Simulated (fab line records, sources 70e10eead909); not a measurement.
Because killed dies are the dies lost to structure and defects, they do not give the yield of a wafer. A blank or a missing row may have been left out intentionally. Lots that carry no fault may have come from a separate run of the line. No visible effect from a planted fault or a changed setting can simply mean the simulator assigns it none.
Which of the tools did it? / flow nand_harc / Sampling: 13 lots, 39 wafers, 5 of 1159 route steps

WHAT THE GAUGES SHOWED, per wafer
NHARC_P_STI_INSPECT_25. Usual: 209 for raw_defect_count, sd 76.
lot=L281; measured=day 4 20:08; on=defect_inspect-01; raw_defect_count=146 96 109; flag=
lot=L278; measured=day 4 20:08; on=defect_inspect-02; raw_defect_count=344 256 199; flag=
lot=L282; measured=day 5 04:06; on=defect_inspect-01; raw_defect_count=214 320 325; flag=
lot=L283; measured=day 5 11:31; on=defect_inspect-02; raw_defect_count=90 137 110; flag=
lot=L285; measured=day 5 19:25; on=defect_inspect-01; raw_defect_count=192 231 281; flag=
lot=L288; measured=day 6 23:05; on=defect_inspect-01; raw_defect_count=169 466 179; flag=
lot=L290; measured=day 6 23:05; on=defect_inspect-02; raw_defect_count=254 229 179; flag=
lot=L291; measured=day 7 07:25; on=defect_inspect-01; raw_defect_count=158 161 275; flag=
lot=L293; measured=day 7 18:48; on=defect_inspect-02; raw_defect_count=124 166 172; flag=
lot=L295; measured=day 8 08:35; on=defect_inspect-01; raw_defect_count=223 125 334; flag=
lot=L296; measured=day 8 08:35; on=defect_inspect-02; raw_defect_count=214 161 203; flag=
lot=L297; measured=day 8 15:17; on=defect_inspect-02; raw_defect_count=179 195 162; flag=
lot=L298; measured=day 8 22:49; on=defect_inspect-02; raw_defect_count=291 301 220; flag=

NHARC_P_GATE_INSPECT_28. Usual: 6.1 for raw_defect_count, sd 3.
lot=L281; measured=day 5 18:13; on=defect_inspect-02; raw_defect_count=3 7 6; flag=
lot=L278; measured=day 5 18:26; on=defect_inspect-01; raw_defect_count=7 3 9; flag=
lot=L282; measured=day 6 03:00; on=defect_inspect-01; raw_defect_count=3 5 5; flag=
lot=L283; measured=day 6 11:56; on=defect_inspect-02; raw_defect_count=7 9 7; flag=
lot=L285; measured=day 6 17:45; on=defect_inspect-02; raw_defect_count=9 5 9; flag=
lot=L288; measured=day 7 22:34; on=defect_inspect-02; raw_defect_count=6 5 4; flag=
lot=L290; measured=day 7 21:14; on=defect_inspect-01; raw_defect_count=10 8 5; flag=
lot=L291; measured=day 8 06:16; on=defect_inspect-01; raw_defect_count=8 5 7; flag=
lot=L293; measured=day 8 18:35; on=defect_inspect-01; raw_defect_count=8 11 5; flag=
lot=L295; measured=day 9 08:49; on=defect_inspect-01; raw_defect_count=7 11 4; flag=
lot=L296; measured=day 9 08:09; on=defect_inspect-01; raw_defect_count=4 11 2; flag=
lot=L297; measured=day 9 13:46; on=defect_inspect-02; raw_defect_count=3 5 8; flag=
lot=L298; measured=day 9 22:33; on=defect_inspect-01; raw_defect_count=7 5 4; flag=

NHARC_END_SORT_01. Usual: killed_at_array 29, standard deviation 9.4; killed_at_other 0.7, standard deviation 1.3; killed_at_periphery 2.9, standard deviation 2.1; killed_dies 32, standard deviation 9; killed_open 3.3, standard deviation 1.8; killed_short 1.9, standard deviation 1.4.
lot=L281; measured=day 20 23:13; on=prober-02; killed_at_array=37 33 30; killed_at_other=0 1 1; killed_at_periphery=2 1 1; killed_dies=39 35 32; killed_open=3 4 4; killed_short=1 1 1; flag=
lot=L278; measured=day 21 00:12; on=prober-01; killed_at_array=24 24 26; killed_at_other=1 0 0; killed_at_periphery=4 4 4; killed_dies=29 28 30; killed_open=0 4 5; killed_short=1 3 0; flag=
lot=L282; measured=day 21 16:17; on=prober-01; killed_at_array=19 11 22; killed_at_other=1 0 2; killed_at_periphery=1 1 1; killed_dies=21 12 25; killed_open=2 1 3; killed_short=2 2 2; flag=
lot=L283; measured=day 21 23:13; on=prober-02; killed_at_array=18 22 14; killed_at_other=2 0 3; killed_at_periphery=6 6 7; killed_dies=26 28 24; killed_open=4 7 3; killed_short=5 4 1; flag=
lot=L285; measured=day 21 15:29; on=prober-02; killed_at_array=27 23 34; killed_at_other=1 0 0; killed_at_periphery=4 6 1; killed_dies=32 29 35; killed_open=4 4 2; killed_short=4 4 1; flag=
lot=L288; measured=day 22 15:31; on=prober-02; killed_at_array=40 40 40; killed_at_other=0 0 0; killed_at_periphery=637 637 637; killed_dies=677 677 677; killed_open=4 2 5; killed_short=2 1 1; flag=OFF
lot=L290; measured=day 22 17:11; on=prober-01; killed_at_array=21 29 15; killed_at_other=1 2 1; killed_at_periphery=7 5 4; killed_dies=29 36 20; killed_open=3 7 4; killed_short=2 1 0; flag=
lot=L291; measured=day 24 05:20; on=prober-02; killed_at_array=37 40 48; killed_at_other=0 0 2; killed_at_periphery=640 637 627; killed_dies=677 677 677; killed_open=2 0 4; killed_short=3 1 1; flag=OFF
lot=L293; measured=day 24 03:49; on=prober-01; killed_at_array=26 33 25; killed_at_other=2 0 1; killed_at_periphery=6 3 0; killed_dies=34 36 26; killed_open=1 8 0; killed_short=4 3 2; flag=
lot=L295; measured=day 24 11:31; on=prober-02; killed_at_array=34 41 37; killed_at_other=0 0 1; killed_at_periphery=2 2 2; killed_dies=36 43 40; killed_open=2 3 2; killed_short=2 3 2; flag=
lot=L296; measured=day 23 20:46; on=prober-01; killed_at_array=29 30 30; killed_at_other=0 2 1; killed_at_periphery=1 3 2; killed_dies=30 35 33; killed_open=4 8 6; killed_short=3 0 2; flag=
lot=L297; measured=day 24 19:19; on=prober-02; killed_at_array=28 31 36; killed_at_other=0 0 0; killed_at_periphery=1 5 3; killed_dies=29 36 39; killed_open=5 6 6; killed_short=2 1 1; flag=
lot=L298; measured=day 24 20:14; on=prober-01; killed_at_array=47 42 47; killed_at_other=0 0 0; killed_at_periphery=2 5 2; killed_dies=49 47 49; killed_open=2 7 3; killed_short=1 1 3; flag=

WHICH TOOL RAN EACH LOT (tool, then ch and the chambers of the sampled wafers, then the start)
lot=L281; NHARC_P_GATE_ETCH_32=rie_si-03 ch 1,2,3, day 5 18:55; NHARC_P_GATE_ALD_36=ald_sin-01 ch 0,2, day 5 19:41
lot=L278; NHARC_P_GATE_ETCH_32=rie_si-04 ch 0,1,2, day 5 19:04; NHARC_P_GATE_ALD_36=ald_sin-04 ch 0,1,2, day 5 19:53
lot=L282; NHARC_P_GATE_ETCH_32=rie_si-03 ch 0,3, day 6 03:33; NHARC_P_GATE_ALD_36=ald_sin-02 ch 0,3, day 6 04:20
lot=L283; NHARC_P_GATE_ETCH_32=rie_si-02 ch 1,3, day 6 12:33; NHARC_P_GATE_ALD_36=ald_sin-01 ch 0,3, day 6 14:26
lot=L285; NHARC_P_GATE_ETCH_32=rie_si-02 ch 0,1,2, day 6 18:17; NHARC_P_GATE_ALD_36=ald_sin-02 ch 1,2, day 6 19:04
lot=L288; NHARC_P_GATE_ETCH_32=rie_si-02 ch 0,2,3, day 7 23:15; NHARC_P_GATE_ALD_36=ald_sin-04 ch 0,3, day 8 05:04
lot=L290; NHARC_P_GATE_ETCH_32=rie_si-02 ch 0,2,3, day 7 21:52; NHARC_P_GATE_ALD_36=ald_sin-04 ch 0,1,2, day 8 01:50
lot=L291; NHARC_P_GATE_ETCH_32=rie_si-02 ch 1,2, day 8 06:49; NHARC_P_GATE_ALD_36=ald_sin-02 ch 1,3, day 8 07:37
lot=L293; NHARC_P_GATE_ETCH_32=rie_si-03 ch 0,1,3, day 8 19:07; NHARC_P_GATE_ALD_36=ald_sin-04 ch 0,2,3, day 8 21:04
lot=L295; NHARC_P_GATE_ETCH_32=rie_si-02 ch 0,1,2, day 9 09:20; NHARC_P_GATE_ALD_36=ald_sin-02 ch 1,2,3, day 9 10:10
lot=L296; NHARC_P_GATE_ETCH_32=rie_si-04 ch 1,2,3, day 9 08:46; NHARC_P_GATE_ALD_36=ald_sin-01 ch 0,1,3, day 9 09:31
lot=L297; NHARC_P_GATE_ETCH_32=rie_si-02 ch 1,2,3, day 9 14:57; NHARC_P_GATE_ALD_36=ald_sin-04 ch 2,3, day 9 15:44
lot=L298; NHARC_P_GATE_ETCH_32=rie_si-03 ch 0,2,3, day 9 23:13; NHARC_P_GATE_ALD_36=ald_sin-02 ch 0,3, day 9 23:58
- NHARC_P_GATE_ETCH_32: etches the open film in HBr/Cl2, target depth 150 nm, time 100.1 s.
- NHARC_P_GATE_ALD_36: deposits SiNx, target thk 20 nm, pulse time 60 s, ald cycles 223.

AS READ BY THE TOOLS THEMSELVES (means over the sampled wafers that have a number; for cases with no such wafer, the mark the record gives instead)
NHARC_P_GATE_ETCH_32. Usual: drypump_motor_current_A 5.9 A, standard deviation 0.35; oes_product_au 1.001 a.u., standard deviation 0.0094; throttle_valve_pct 26.406 %, standard deviation 0.01.
lot=L281; tool=rie_si-03; drypump_motor_current_A (A)=6.2; oes_product_au (a.u.)=0.996; throttle_valve_pct (%)=26.410; flag=
lot=L278; tool=rie_si-04; drypump_motor_current_A (A)=5.6; oes_product_au (a.u.)=1.016; throttle_valve_pct (%)=26.397; flag=
lot=L282; tool=rie_si-03; drypump_motor_current_A (A)=6.3; oes_product_au (a.u.)=0.992; throttle_valve_pct (%)=26.405; flag=
lot=L283; tool=rie_si-02; drypump_motor_current_A (A)=5.8; oes_product_au (a.u.)=1.008; throttle_valve_pct (%)=26.406; flag=
lot=L285; tool=rie_si-02; drypump_motor_current_A (A)=5.7; oes_product_au (a.u.)=0.995; throttle_valve_pct (%)=26.405; flag=
lot=L288; tool=rie_si-02; drypump_motor_current_A (A)=6.1; oes_product_au (a.u.)=0.998; throttle_valve_pct (%)=26.412; flag=
lot=L290; tool=rie_si-02; drypump_motor_current_A (A)=6.1; oes_product_au (a.u.)=1.000; throttle_valve_pct (%)=26.412; flag=
lot=L291; tool=rie_si-02; drypump_motor_current_A (A)=5.9; oes_product_au (a.u.)=0.999; throttle_valve_pct (%)=26.416; flag=
lot=L293; tool=rie_si-03; drypump_motor_current_A (A)=6.2; oes_product_au (a.u.)=0.995; throttle_valve_pct (%)=26.407; flag=
lot=L295; tool=rie_si-02; drypump_motor_current_A (A)=5.8; oes_product_au (a.u.)=0.995; throttle_valve_pct (%)=26.402; flag=
lot=L296; tool=rie_si-04; drypump_motor_current_A (A)=5.6; oes_product_au (a.u.)=1.004; throttle_valve_pct (%)=26.405; flag=
lot=L297; tool=rie_si-02; drypump_motor_current_A (A)=6.0; oes_product_au (a.u.)=1.006; throttle_valve_pct (%)=26.406; flag=
lot=L298; tool=rie_si-03; drypump_motor_current_A (A)=6.2; oes_product_au (a.u.)=0.995; throttle_valve_pct (%)=26.417; flag=

NHARC_P_GATE_ALD_36. Usual: heater_power_outer_w 531 W, standard deviation 58; heater_power_w 878 W, standard deviation 81; precursor_pulse_height_rel 1.000, standard deviation 0.019.
lot=L281; tool=ald_sin-01; heater_power_outer_w (W)=554; heater_power_w (W)=910; precursor_pulse_height_rel=0.988; flag=
lot=L278; tool=ald_sin-04; heater_power_outer_w (W)=540; heater_power_w (W)=863; precursor_pulse_height_rel=0.997; flag=
lot=L282; tool=ald_sin-02; heater_power_outer_w (W)=546; heater_power_w (W)=910; precursor_pulse_height_rel=1.003; flag=
lot=L283; tool=ald_sin-01; heater_power_outer_w (W)=496; heater_power_w (W)=848; precursor_pulse_height_rel=1.010; flag=
lot=L285; tool=ald_sin-02; heater_power_outer_w (W)=520; heater_power_w (W)=853; precursor_pulse_height_rel=1.002; flag=
lot=L288; tool=ald_sin-04; heater_power_outer_w (W)=-; heater_power_w (W)=-; precursor_pulse_height_rel=-; flag=OFF
lot=L290; tool=ald_sin-04; heater_power_outer_w (W)=548; heater_power_w (W)=851; precursor_pulse_height_rel=1.007; flag=
lot=L291; tool=ald_sin-02; heater_power_outer_w (W)=-; heater_power_w (W)=-; precursor_pulse_height_rel=-; flag=OFF
lot=L293; tool=ald_sin-04; heater_power_outer_w (W)=515; heater_power_w (W)=843; precursor_pulse_height_rel=0.991; flag=
lot=L295; tool=ald_sin-02; heater_power_outer_w (W)=506; heater_power_w (W)=847; precursor_pulse_height_rel=1.000; flag=
lot=L296; tool=ald_sin-01; heater_power_outer_w (W)=565; heater_power_w (W)=912; precursor_pulse_height_rel=1.006; flag=
lot=L297; tool=ald_sin-04; heater_power_outer_w (W)=525; heater_power_w (W)=886; precursor_pulse_height_rel=0.994; flag=
lot=L298; tool=ald_sin-02; heater_power_outer_w (W)=544; heater_power_w (W)=921; precursor_pulse_height_rel=0.995; flag=

THE ANSWER, worked out from the rows above alone
Rule: a lot counts as off when the mean over its wafers that have a number is more than 3 standard deviations away from the usual mean. Also off: a lot with no number at a reading for which 4 or more lots have one. All remaining lots with rows at the step are treated as sound. First the gauges in route order, then the tools' own readings, where a lot's mean is used as printed above. At the first step where some lot is off, the reading lying furthest off is the one used; lots without a number count as furthest.
Off, at NHARC_END_SORT_01 on killed_at_periphery: L288, L291.
If a tool, at a process step before that reading, ran all the lots that are off and no sound lot after the first of them, it fits. Not tried: the gauges at NHARC_END_SORT_01; whatever is off there is also off at NHARC_P_GATE_ALD_36, on other tools, and gauge error can't account for it. Of those tried, none fits.

WHAT WAS PUT IN BY THE SIMULATOR
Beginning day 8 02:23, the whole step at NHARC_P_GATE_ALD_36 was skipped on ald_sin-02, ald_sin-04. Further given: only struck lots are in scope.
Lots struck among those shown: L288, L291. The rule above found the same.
